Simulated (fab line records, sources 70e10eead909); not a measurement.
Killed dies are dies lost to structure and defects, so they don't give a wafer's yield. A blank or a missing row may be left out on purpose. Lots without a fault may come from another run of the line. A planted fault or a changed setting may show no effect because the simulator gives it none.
Which tool did it? | flow nand_harc | 14 lots, 42 wafers sampled, at 4 steps of a route of 1302

WHAT THE GAUGES READ, wafer by wafer
NHARC_P_CONTACT_OVL_MEAS_13. Usual: overlay_x_nm -0.3 nm, standard deviation 0.67; overlay_y_nm 0.1 nm, standard deviation 0.75.
lot  | measured     | on         | overlay_x_nm (nm) | overlay_y_nm (nm) | flag
L537 | day 5 21:56  | overlay-01 | -0.2 -0.2 0.2     | -0.6 -0.4 -0.7    |
L539 | day 7 01:54  | overlay-01 | -0.1 -0.3 -0.2    | 0.4 0.1 0.4       |
L540 | day 7 04:33  | overlay-01 | -1.5 -1.3 -1.2    | 0.7 0.5 0.4       |
L541 | day 7 10:14  | overlay-01 | -1.7 -1.4 -1.5    | 0.5 -0.4 0.3      |
L542 | day 8 01:11  | overlay-02 | -1.0 -1.4 -1.6    | 0.2 0.4 0.0       |
L543 | day 8 11:49  | overlay-01 | -0.2 -0.4 -0.3    | -0.1 0.2 -0.1     |
L545 | day 9 04:07  | overlay-01 | 0.2 0.3 0.1       | 0.9 0.6 0.6       |
L548 | day 10 10:19 | overlay-01 | 0.1 -0.2 -0.2     | 0.1 0.5 0.3       |
L549 | day 10 19:38 | overlay-01 | -0.1 0.5 0.2      | -0.3 -0.3 -0.2    |
L550 | day 11 06:46 | overlay-02 | -0.4 -0.2 -0.6    | -0.2 0.3 0.7      |
L552 | day 12 02:19 | overlay-02 | 0.6 0.0 0.2       | 0.4 0.4 0.7       |
L551 | day 12 03:08 | overlay-01 | 0.0 0.3 0.1       | -1.0 -1.1 -1.5    |
L559 | day 15 07:53 | overlay-01 | 1.2 0.8 0.8       | -0.6 -1.0 -1.2    |
L560 | day 15 21:13 | overlay-02 | -1.3 -1.3 -1.0    | 0.8 0.4 0.1       |

NHARC_P_M0_OVL_MEAS_10: pitch 180 nm. Usual: overlay_x_nm -0.2 nm, standard deviation 0.74; overlay_y_nm -0.1 nm, standard deviation 0.92.
lot  | measured     | on         | overlay_x_nm (nm) | overlay_y_nm (nm) | flag
L537 | day 6 02:08  | overlay-01 | 0.5 0.7 0.1       | -0.8 -0.5 -0.1    |
L539 | day 7 06:05  | overlay-02 | -1.1 -1.7 -1.5    | -0.6 -0.4 -0.4    |
L540 | day 7 08:35  | overlay-02 | -0.5 0.1 -0.4     | -1.8 -1.8 -1.7    |
L541 | day 7 14:23  | overlay-02 | 1.0 1.7 1.7       | -0.2 -0.2 -0.2    |
L542 | day 8 05:25  | overlay-01 | 0.1 0.6 0.0       | 1.4 1.2 1.2       |
L543 | day 8 15:56  | overlay-01 | -0.3 -0.2 -0.1    | 0.0 0.6 0.9       |
L545 | day 9 08:16  | overlay-02 | 0.2 0.5 0.0       | -1.2 -0.8 -0.9    |
L548 | day 10 14:32 | overlay-02 | 1.3 1.7 1.1       | 0.9 0.4 1.4       |
L549 | day 10 23:48 | overlay-01 | -0.3 -1.0 -0.1    | -0.3 0.4 -0.3     |
L550 | day 11 10:58 | overlay-01 | -0.6 -0.7 -0.5    | -1.6 -1.2 -0.8    |
L552 | day 12 06:34 | overlay-02 | -0.4 0.3 -0.4     | -0.9 -1.1 -1.1    |
L551 | day 12 07:35 | overlay-02 | -0.8 -0.3 -0.2    | -0.8 -0.6 -1.1    |
L559 | day 15 12:02 | overlay-02 | 0.4 0.1 0.0       | -0.4 -0.7 0.4     |
L560 | day 16 01:23 | overlay-02 | -0.6 -0.2 -0.7    | 0.0 -0.6 -0.5     |

NHARC_P_M0_INSPECT_11. Usual: raw_defect_count 3.9, standard deviation 2.4.
lot  | measured     | on                | raw_defect_count | flag
L537 | day 6 02:10  | defect_inspect-02 | 5 7 5            |
L539 | day 7 06:07  | defect_inspect-02 | 1 5 5            |
L540 | day 7 08:37  | defect_inspect-01 | 2 3 2            |
L541 | day 7 14:25  | defect_inspect-01 | 2 4 6            |
L542 | day 8 05:27  | defect_inspect-02 | 0 2 1            |
L543 | day 8 15:58  | defect_inspect-01 | 3 6 4            |
L545 | day 9 08:18  | defect_inspect-02 | 1 5 1            |
L548 | day 10 14:35 | defect_inspect-02 | 5 5 6            |
L549 | day 10 23:50 | defect_inspect-01 | 4 3 2            |
L550 | day 11 11:01 | defect_inspect-01 | 5 3 3            |
L552 | day 12 06:36 | defect_inspect-01 | 6 6 5            |
L551 | day 12 07:37 | defect_inspect-01 | 6 3 4            |
L559 | day 15 12:04 | defect_inspect-01 | 2 6 4            |
L560 | day 16 01:25 | defect_inspect-02 | 3 1 6            |

WHICH TOOL RAN EACH LOT (tool, then ch and the chambers of the sampled wafers, then the start)
lot  | NHARC_P_M0_PEB_07
L537 | litho_track-04 ch 0, day 6 01:58
L539 | litho_track-04 ch 0, day 7 05:55
L540 | litho_track-04 ch 0, day 7 08:25
L541 | litho_track-04 ch 0, day 7 14:13
L542 | litho_track-01 ch 0, day 8 05:14
L543 | litho_track-04 ch 0, day 8 15:46
L545 | litho_track-04 ch 0, day 9 08:05
L548 | litho_track-06 ch 0, day 10 14:22
L549 | litho_track-04 ch 0, day 10 23:38
L550 | litho_track-06 ch 0, day 11 10:47
L552 | litho_track-06 ch 0, day 12 06:23
L551 | litho_track-06 ch 0, day 12 07:25
L559 | litho_track-06 ch 0, day 15 11:52
L560 | litho_track-06 ch 0, day 16 01:13
- NHARC_P_M0_PEB_07: peb time 65 s.

WHAT THE TOOLS THEMSELVES READ (means of the sampled wafers that have a number; where no wafer has one, the mark that the record gives instead)
NHARC_P_M0_PEB_07. Usual: heater_power_total_W 156.7 W, standard deviation 0.43; plate_temp_C 100.00 C, standard deviation 0.14.
lot  | tool           | heater_power_total_W (W) | plate_temp_C (C) | flag
L537 | litho_track-04 | 157.1                    | 99.92            |
L539 | litho_track-04 | 157.2                    | 100.00           |
L540 | litho_track-04 | 156.1                    | 100.02           |
L541 | litho_track-04 | 156.3                    | 100.03           |
L542 | litho_track-01 | 157.0                    | 99.87            |
L543 | litho_track-04 | 156.4                    | 99.85            |
L545 | litho_track-04 | 156.2                    | 100.07           |
L548 | litho_track-06 | 157.1                    | 100.13           |
L549 | litho_track-04 | 156.9                    | 100.13           |
L550 | litho_track-06 | 156.8                    | 100.03           |
L552 | litho_track-06 | 156.4                    | 99.84            |
L551 | litho_track-06 | 157.0                    | 99.82            |
L559 | litho_track-06 | 147.7                    | 95.90            | OFF
L560 | litho_track-06 | 147.7                    | 96.03            | OFF

THE ANSWER, worked out from the rows above alone
Rule: a lot is off if the mean of its wafers that have a number lies more than 3 standard deviations from the usual mean. A lot without any number at a reading at which 4 lots or more have one is off too. The other lots that the step has rows for count as sound. The gauges are gone through in route order, then the tools' own readings, and for those a lot's mean is taken as printed above. The first step at which some lot is off is used, and at that step the reading that is off furthest; a lot without a number counts as furthest.
Off: L559, L560, at NHARC_P_M0_PEB_07 (plate_temp_C).
A tool fits if, at that step or a process step before it, it ran every lot that is off, and no sound lot after the first of them. One fits: litho_track-06 at NHARC_P_M0_PEB_07. Its last sound lot is L551 (day 12 07:25), its first lot that is off L559 (day 15 11:52): a fault that began between those two fits.
The tool's own readings at NHARC_P_M0_PEB_07 bear it out: on the lots that are off they differ by more than 5 times the standard deviation of the sound lots' means. heater_power_total_W reads 147.7 W there against 156.7 W on the sound lots; plate_temp_C reads 95.97 C there against 99.98 C on the sound lots.

WHAT THE SIMULATOR HAD PUT IN
Process parameter drift: litho_track-06, from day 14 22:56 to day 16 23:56, at NHARC_P_M0_PEB_07. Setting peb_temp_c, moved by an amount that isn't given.
Lots struck among those shown: L559, L560. The rule above found the same.
